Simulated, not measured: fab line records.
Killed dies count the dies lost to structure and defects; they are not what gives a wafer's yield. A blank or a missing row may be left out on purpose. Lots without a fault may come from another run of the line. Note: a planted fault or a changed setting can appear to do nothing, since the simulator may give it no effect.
Which tool did it? | flow nandHarc | 72 wafers from 24 lots sampled at 5 of the route's 1159 steps

== WHAT THE GAUGES SHOWED, per wafer ==
NHARC_A_CONTACT_INSPECT_23. Usual: rawDefectCount at 420, with a standard deviation of 130.
lot  | measured     | on               | rawDefectCount | flag
L074 | day 17 01:55 | defectInspect-01 | 231 426 250    | 
L075 | day 17 13:33 | defectInspect-02 | 365 410 397    | 
L076 | day 17 13:57 | defectInspect-02 | 328 301 375    | 
L078 | day 17 16:04 | defectInspect-02 | 320 359 298    | 
L077 | day 17 18:58 | defectInspect-02 | 396 412 265    | 
L079 | day 18 16:28 | defectInspect-02 | 413 394 392    | 
L080 | day 19 03:38 | defectInspect-01 | 324 390 513    | 
L081 | day 19 05:37 | defectInspect-02 | 571 495 320    | 
L082 | day 19 11:39 | defectInspect-02 | 388 484 412    | 
L083 | day 19 12:16 | defectInspect-01 | 262 308 284    | 
L085 | day 19 23:52 | defectInspect-01 | 364 517 466    | 
L086 | day 20 04:20 | defectInspect-02 | 728 528 519    | 
L087 | day 20 04:54 | defectInspect-01 | 338 417 341    | 
L089 | day 20 13:50 | defectInspect-01 | 561 490 413    | 
L084 | day 20 14:34 | defectInspect-02 | 285 421 390    | 
L088 | day 20 23:17 | defectInspect-02 | 369 289 370    | 
L090 | day 21 01:31 | defectInspect-02 | 437 633 463    | 
L091 | day 21 12:07 | defectInspect-02 | 478 405 484    | 
L093 | day 21 22:41 | defectInspect-01 | 276 299 260    | 
L094 | day 22 00:23 | defectInspect-01 | 466 388 304    | 
L092 | day 22 05:26 | defectInspect-01 | 460 443 841    | 
L097 | day 22 22:08 | defectInspect-02 | 442 627 643    | 
L095 | day 23 00:53 | defectInspect-01 | 246 544 368    | 
L096 | day 23 01:43 | defectInspect-01 | 373 384 337    | 

NHARC_A_BLC_INSPECT_28. Usual: rawDefectCount at 431, with a standard deviation of 110.
lot  | measured     | on               | rawDefectCount | flag
L074 | day 17 09:31 | defectInspect-01 | 526 533 550    | 
L075 | day 17 17:14 | defectInspect-02 | 376 571 464    | 
L076 | day 17 17:41 | defectInspect-02 | 406 418 284    | 
L078 | day 17 20:08 | defectInspect-02 | 321 266 376    | 
L077 | day 17 22:38 | defectInspect-01 | 566 718 368    | 
L079 | day 18 20:14 | defectInspect-02 | 445 459 336    | 
L080 | day 19 10:50 | defectInspect-01 | 451 379 454    | 
L081 | day 19 11:28 | defectInspect-02 | 473 476 565    | 
L082 | day 19 18:44 | defectInspect-01 | 534 333 330    | 
L083 | day 19 19:10 | defectInspect-02 | 443 485 335    | 
L085 | day 20 03:32 | defectInspect-02 | 255 476 292    | 
L086 | day 20 12:04 | defectInspect-02 | 615 479 519    | 
L087 | day 20 13:02 | defectInspect-02 | 443 404 310    | 
L089 | day 20 22:05 | defectInspect-02 | 484 563 430    | 
L084 | day 20 22:30 | defectInspect-01 | 329 329 446    | 
L088 | day 21 02:58 | defectInspect-01 | 341 392 287    | 
L090 | day 21 09:55 | defectInspect-01 | 499 366 699    | 
L091 | day 21 23:03 | defectInspect-01 | 424 373 391    | 
L093 | day 22 05:13 | defectInspect-01 | 514 373 526    | 
L094 | day 22 06:10 | defectInspect-01 | 708 593 663    | 
L092 | day 22 13:44 | defectInspect-01 | 409 330 360    | 
L097 | day 23 01:40 | defectInspect-02 | 419 438 334    | 
L095 | day 23 04:32 | defectInspect-01 | 450 389 516    | 
L096 | day 23 06:03 | defectInspect-02 | 350 340 421    | 

== TOOL THAT RAN EACH LOT (tool first, then ch and the chambers of the sampled wafers, then the start) ==
lot  | NHARC_A_CONTACT_ETCH_77                      | NHARC_A_CONTACT_ETCH_128           | NHARC_A_BLC_STRIP_21
L074 | rieDiel-02 ch 1,2,3, day 16 14:41 or earlier | harCapEtch-02 ch 0,1, day 16 14:41 | rieDiel-13 ch 0,1, day 17 03:46
L075 | rieDiel-11 ch 0,2,3, day 17 00:53 or earlier | harCapEtch-01 ch 0,1, day 17 00:53 | rieDiel-13 ch 1,2,3, day 17 15:24
L076 | rieDiel-11 ch 0,2, day 17 01:38 or earlier   | harCapEtch-02 ch 0,1, day 17 01:38 | rieDiel-05 ch 0,2,3, day 17 15:48
L078 | rieDiel-11 ch 0,1, day 17 06:50 or earlier   | harCapEtch-03 ch 0,1, day 17 06:50 | rieDiel-13 ch 0,1,3, day 17 17:56
L077 | rieDiel-02 ch 0,2,3, day 17 07:40 or earlier | harCapEtch-01 ch 1, day 17 07:40   | rieDiel-13 ch 2,3, day 17 20:49
L079 | rieDiel-02 ch 0,1,3, day 18 03:53 or earlier | harCapEtch-02 ch 0,1, day 18 03:53 | rieDiel-04 ch 0,2,3, day 18 18:19
L080 | rieDiel-02 ch 1,2, day 18 14:40 or earlier   | harCapEtch-01 ch 0,1, day 18 14:40 | rieDiel-04 ch 2,3, day 19 05:28
L081 | rieDiel-02 ch 1,2, day 18 18:47 or earlier   | harCapEtch-03 ch 0,1, day 18 18:47 | rieDiel-05 ch 2,3, day 19 07:28
L082 | rieDiel-12 ch 1,3, day 18 21:27 or earlier   | harCapEtch-01 ch 0,1, day 18 21:27 | rieDiel-05 ch 0,3, day 19 13:29
L083 | rieDiel-12 ch 1,2,3, day 18 23:42 or earlier | harCapEtch-03 ch 0,1, day 18 23:42 | rieDiel-05 ch 0,2,3, day 19 14:05
L085 | rieDiel-02 ch 0,2,3, day 19 12:24 or earlier | harCapEtch-02 ch 0,1, day 19 12:24 | rieDiel-04 ch 0,1,2, day 20 01:46
L086 | rieDiel-02 ch 0,1,3, day 19 17:22 or earlier | harCapEtch-02 ch 0,1, day 19 17:22 | rieDiel-04 ch 2,3, day 20 06:13
L087 | rieDiel-11 ch 2,3, day 19 18:39 or earlier   | harCapEtch-03 ch 0, day 19 18:39   | rieDiel-04 ch 1,3, day 20 06:56
L089 | rieDiel-12 ch 0,2, day 19 23:50 or earlier   | harCapEtch-02 ch 0,1, day 19 23:50 | rieDiel-13 ch 1,2, day 20 15:47
L084 | rieDiel-02 ch 0,2,3, day 20 00:17 or earlier | harCapEtch-01 ch 0,1, day 20 00:17 | rieDiel-13 ch 0,1,2, day 20 16:52
L088 | rieDiel-02 ch 0,3, day 20 10:15 or earlier   | harCapEtch-01 ch 0,1, day 20 10:15 | rieDiel-13 ch 1,2,3, day 21 01:09
L090 | rieDiel-02 ch 1,2,3, day 20 13:41 or earlier | harCapEtch-03 ch 0,1, day 20 13:41 | rieDiel-04 ch 1,2,3, day 21 03:20
L091 | rieDiel-02 ch 0,3, day 21 01:59 or earlier   | harCapEtch-03 ch 0,1, day 21 01:59 | rieDiel-13 ch 1,2,3, day 21 13:59
L093 | rieDiel-11 ch 2,3, day 21 04:42 or earlier   | harCapEtch-02 ch 0,1, day 21 04:42 | rieDiel-04 ch 0,3, day 22 00:32
L094 | rieDiel-11 ch 1,2,3, day 21 09:34 or earlier | harCapEtch-02 ch 0,1, day 21 09:34 | rieDiel-05 ch 0,1,3, day 22 02:07
L092 | rieDiel-02 ch 1,2,3, day 21 16:00 or earlier | harCapEtch-03 ch 0,1, day 21 16:00 | rieDiel-05 ch 0,1,2, day 22 07:37
L097 | rieDiel-12 ch 0,2,3, day 22 10:01 or earlier | harCapEtch-03 ch 0,1, day 22 10:01 | rieDiel-05 ch 0,1, day 22 23:50
L095 | rieDiel-02 ch 2,3, day 22 13:02 or earlier   | harCapEtch-03 ch 0,1, day 22 13:02 | rieDiel-13 ch 1,2,3, day 23 02:45
L096 | rieDiel-11 ch 0,2, day 22 15:26 or earlier   | harCapEtch-02 ch 0,1, day 22 15:26 | rieDiel-05 ch 1,2,3, day 23 04:16
- NHARC_A_CONTACT_ETCH_77: etches the open film in CF4/CHF3, target depth 72.6 nm, time 36.3 s.
- NHARC_A_CONTACT_ETCH_128: etches the open film in C4F8/O2/Ar, time 155 s, target depth 956 nm.
- NHARC_A_BLC_STRIP_21: strips in O2.

== WHAT THE TOOLS THEMSELVES READ (means of the sampled wafers that have a number; where no wafer has one, the mark that the record gives instead) ==
NHARC_A_CONTACT_ETCH_77. Usual: drypumpMotorCurrentA 5.6 A, standard deviation 0.52; mfcArSccm 0.010 sccm, standard deviation 0.015; oesProductAu 0.932 a.u., standard deviation 0.018; rfVppV 371.2 V, standard deviation 2.7; showerheadPlenumPTorr 1.59 Torr, standard deviation 0.074; throttleValvePct 16.803 %, standard deviation 0.0098.
lot  | tool       | drypumpMotorCurrentA (A) | mfcArSccm (sccm) | oesProductAu (a.u.) | rfVppV (V) | showerheadPlenumPTorr (Torr) | throttleValvePct (%) | flag
L074 | rieDiel-02 | 5.4                      | 0.011            | 0.920               | 370.1      | 1.57                         | 16.812               | 
L075 | rieDiel-11 | 5.2                      | 0.011            | 0.934               | 373.4      | 1.67                         | 16.804               | 
L076 | rieDiel-11 | 5.0                      | 0.023            | 0.938               | 374.4      | 1.68                         | 16.804               | 
L078 | rieDiel-11 | 6.0                      | 0.011            | 0.930               | 370.5      | 1.56                         | 16.799               | 
L077 | rieDiel-02 | 5.9                      | 0.011            | 0.932               | 371.2      | 1.59                         | 16.801               | 
L079 | rieDiel-02 | 5.7                      | 0.011            | 0.916               | 371.7      | 1.63                         | 16.794               | 
L080 | rieDiel-02 | 5.1                      | 0.000            | 0.923               | 370.2      | 1.56                         | 16.806               | 
L081 | rieDiel-02 | 5.1                      | 0.000            | 0.917               | 369.9      | 1.56                         | 16.805               | 
L082 | rieDiel-12 | 5.3                      | 0.023            | 0.960               | 369.6      | 1.53                         | 16.790               | 
L083 | rieDiel-12 | 5.6                      | 0.015            | 0.922               | 369.9      | 1.56                         | 16.798               | 
L085 | rieDiel-02 | 5.9                      | 0.011            | 0.973               | 370.7      | 1.58                         | 16.805               | 
L086 | rieDiel-02 | 5.7                      | 0.011            | 0.921               | 372.9      | 1.63                         | 16.807               | 
L087 | rieDiel-11 | 5.2                      | 0.000            | 0.929               | 372.5      | 1.64                         | 16.806               | 
L089 | rieDiel-12 | 5.8                      | 0.007            | 0.929               | 370.2      | 1.56                         | 16.799               | 
L084 | rieDiel-02 | 5.9                      | 0.011            | 0.967               | 370.7      | 1.58                         | 16.812               | 
L088 | rieDiel-02 | 6.1                      | 0.011            | 0.922               | 373.8      | 1.64                         | 16.802               | 
L090 | rieDiel-02 | 5.4                      | 0.011            | 0.915               | 369.8      | 1.57                         | 16.800               | 
L091 | rieDiel-02 | 6.1                      | 0.011            | 0.924               | 372.7      | 1.64                         | 16.807               | 
L093 | rieDiel-11 | 5.2                      | 0.000            | 0.933               | 372.5      | 1.64                         | 16.804               | 
L094 | rieDiel-11 | 5.7                      | 0.000            | 0.924               | 372.3      | 1.59                         | 16.810               | 
L092 | rieDiel-02 | 5.4                      | 0.011            | 0.918               | 370.0      | 1.57                         | 16.807               | 
L097 | rieDiel-12 | 5.8                      | 0.003            | 0.921               | 370.9      | 1.57                         | 16.797               | 
L095 | rieDiel-02 | 5.6                      | 0.011            | 0.961               | 368.7      | 1.52                         | 16.798               | 
L096 | rieDiel-11 | 4.9                      | 0.011            | 0.948               | 373.1      | 1.65                         | 16.800               | 

NHARC_A_BLC_STRIP_21. Usual: drypumpMotorCurrentA 5.8 A, standard deviation 0.44; mfcArSccm 0.007 sccm, standard deviation 0.01; oesProductAu 1.001 a.u., standard deviation 0.008; rfVppV 57.7 V, standard deviation 0.96; showerheadPlenumPTorr 3.50 Torr, standard deviation 0.15; throttleValvePct 17.037 %, standard deviation 0.0097.
lot  | tool       | drypumpMotorCurrentA (A) | mfcArSccm (sccm) | oesProductAu (a.u.) | rfVppV (V) | showerheadPlenumPTorr (Torr) | throttleValvePct (%) | flag
L074 | rieDiel-13 | 6.3                      | 0.016            | 1.008               | 57.8       | 3.73                         | 17.030               | 
L075 | rieDiel-13 | 5.5                      | 0.001            | 0.998               | 57.4       | 3.48                         | 17.026               | 
L076 | rieDiel-05 | 6.1                      | 0.014            | 1.011               | 57.8       | 3.55                         | 17.035               | 
L078 | rieDiel-13 | 5.8                      | 0.009            | 0.998               | 57.9       | 3.62                         | 17.042               | 
L077 | rieDiel-13 | 5.3                      | 0.001            | 1.000               | 57.6       | 3.41                         | 17.045               | 
L079 | rieDiel-04 | 5.3                      | 0.002            | 0.999               | 57.6       | 3.45                         | 17.031               | 
L080 | rieDiel-04 | 5.6                      | 0.003            | 0.992               | 58.2       | 3.49                         | 17.037               | 
L081 | rieDiel-05 | 6.3                      | 0.022            | 1.009               | 58.9       | 3.58                         | 17.034               | 
L082 | rieDiel-05 | 6.2                      | 0.003            | 0.998               | 58.3       | 3.58                         | 17.050               | 
L083 | rieDiel-05 | 6.1                      | 0.014            | 1.006               | 58.2       | 3.55                         | 17.034               | 
L085 | rieDiel-04 | 5.7                      | 0.004            | 1.007               | 56.9       | 3.36                         | 17.031               | 
L086 | rieDiel-04 | 5.6                      | 0.003            | 0.997               | 58.4       | 3.49                         | 17.034               | 
L087 | rieDiel-04 | 5.6                      | 0.002            | 0.997               | 58.7       | 3.54                         | 17.035               | 
L089 | rieDiel-13 | 5.6                      | 0.000            | 1.001               | 57.8       | 3.43                         | 17.038               | 
L084 | rieDiel-13 | 6.0                      | 0.008            | 1.004               | 57.7       | 3.58                         | 17.034               | 
L088 | rieDiel-13 | 5.5                      | 0.001            | 0.991               | 57.3       | 3.47                         | 17.046               | 
L090 | rieDiel-04 | 5.7                      | 0.004            | 0.996               | 57.4       | 3.47                         | 17.027               | 
L091 | rieDiel-13 | 5.5                      | 0.001            | 1.004               | 57.5       | 3.47                         | 17.039               | 
L093 | rieDiel-04 | 5.1                      | 0.000            | 0.992               | 57.1       | 3.40                         | 17.026               | 
L094 | rieDiel-05 | 6.0                      | 0.003            | 1.012               | 57.3       | 3.46                         | 17.037               | 
L092 | rieDiel-05 | 6.0                      | 0.014            | 1.001               | 57.2       | 3.43                         | 17.049               | 
L097 | rieDiel-05 | 5.9                      | 0.003            | 0.998               | 56.7       | 3.34                         | 17.041               | 
L095 | rieDiel-13 | 5.5                      | 0.001            | 1.007               | 59.2       | 3.47                         | 17.046               | 
L096 | rieDiel-05 | 6.2                      | 0.011            | 0.998               | 57.6       | 3.49                         | 17.034               | 

== THE ANSWER, worked out from the rows above alone ==
Rule: a lot is off if the mean of its wafers that have a number lies more than 3 standard deviations from the usual mean. A lot without any number at a reading at which 4 lots or more have one is off too. The other lots that the step has rows for count as sound. After the gauges, taken in route order, come the tools' own readings; for these a lot's mean is taken, as printed above. At the first step where some lot is off, the reading lying furthest off is the one used; lots without a number count as furthest.
No lot is off on any of the readings shown, so nothing can be concluded from this.

== WHAT HAD BEEN PUT IN BY THE SIMULATOR ==
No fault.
